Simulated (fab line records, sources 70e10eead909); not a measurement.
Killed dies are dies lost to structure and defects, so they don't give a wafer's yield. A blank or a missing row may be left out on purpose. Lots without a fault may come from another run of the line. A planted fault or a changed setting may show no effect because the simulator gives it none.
Chamber matching | flow nand_harc | NHARC_A_CONTACT_DEP_29 on pecvd-02: 3 sister chambers
The step deposits SiON, target thk 100 nm. 14 wafers are shown with their chamber, then 7 later ones without.

WAFERS WITH THEIR CHAMBER
wafer  | chamber | heater_power_w (W)
L076.1 | 2       | 664
L076.3 | 1       | 618
L076.5 | 1       | 628
L077.1 | 2       | 763
L077.3 | 1       | 729
L077.6 | 1       | 718
L081.2 | 1       | 657
L081.3 | 0       | 711
L081.5 | 1       | 653
L083.2 | 2       | 746
L083.3 | 0       | 702
L083.5 | 1       | 685
L085.2 | 0       | 718
L085.3 | 1       | 698

SIGNATURES (means of the wafers above)
reading        | chamber 0 | chamber 1 | chamber 2 | scatter within a chamber
heater_power_w | 710.33    | 673.25    | 724.33    | 39.7
Rule: a wafer's distance from a chamber is the root of the sum, over the readings, of the square of ((its reading less the chamber's mean) divided by the reading's scatter). The wafer belongs to the nearest chamber; if the next one is less than 2 further off, it can't be placed. The scatter: the root of (the sum of the squares of (reading less its chamber's mean) over the shown wafers, divided by (wafers less chambers)).

WAFERS WITHOUT THEIR CHAMBER
wafer  | heater_power_w (W)
L085.5 | 695
L090.1 | 695
L090.5 | 737
L090.6 | 774
L095.3 | 654
L095.4 | 724
L095.5 | 724

WHICH CHAMBER EACH WENT THROUGH
wafer  | from the rows above          | in truth
L085.5 | can't be placed: 0 or 1 or 2 | 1
L090.1 | can't be placed: 0 or 1 or 2 | 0
L090.5 | can't be placed: 2 or 0 or 1 | 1
L090.6 | can't be placed: 2 or 0 or 1 | 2
L095.3 | can't be placed: 1 or 0 or 2 | 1
L095.4 | can't be placed: 2 or 0 or 1 | 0
L095.5 | can't be placed: 2 or 0 or 1 | 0
Placed correctly: 0 of 7. Can't be placed from these rows: 7 (the true chamber is among the candidates in 7). Placed wrongly: 0.
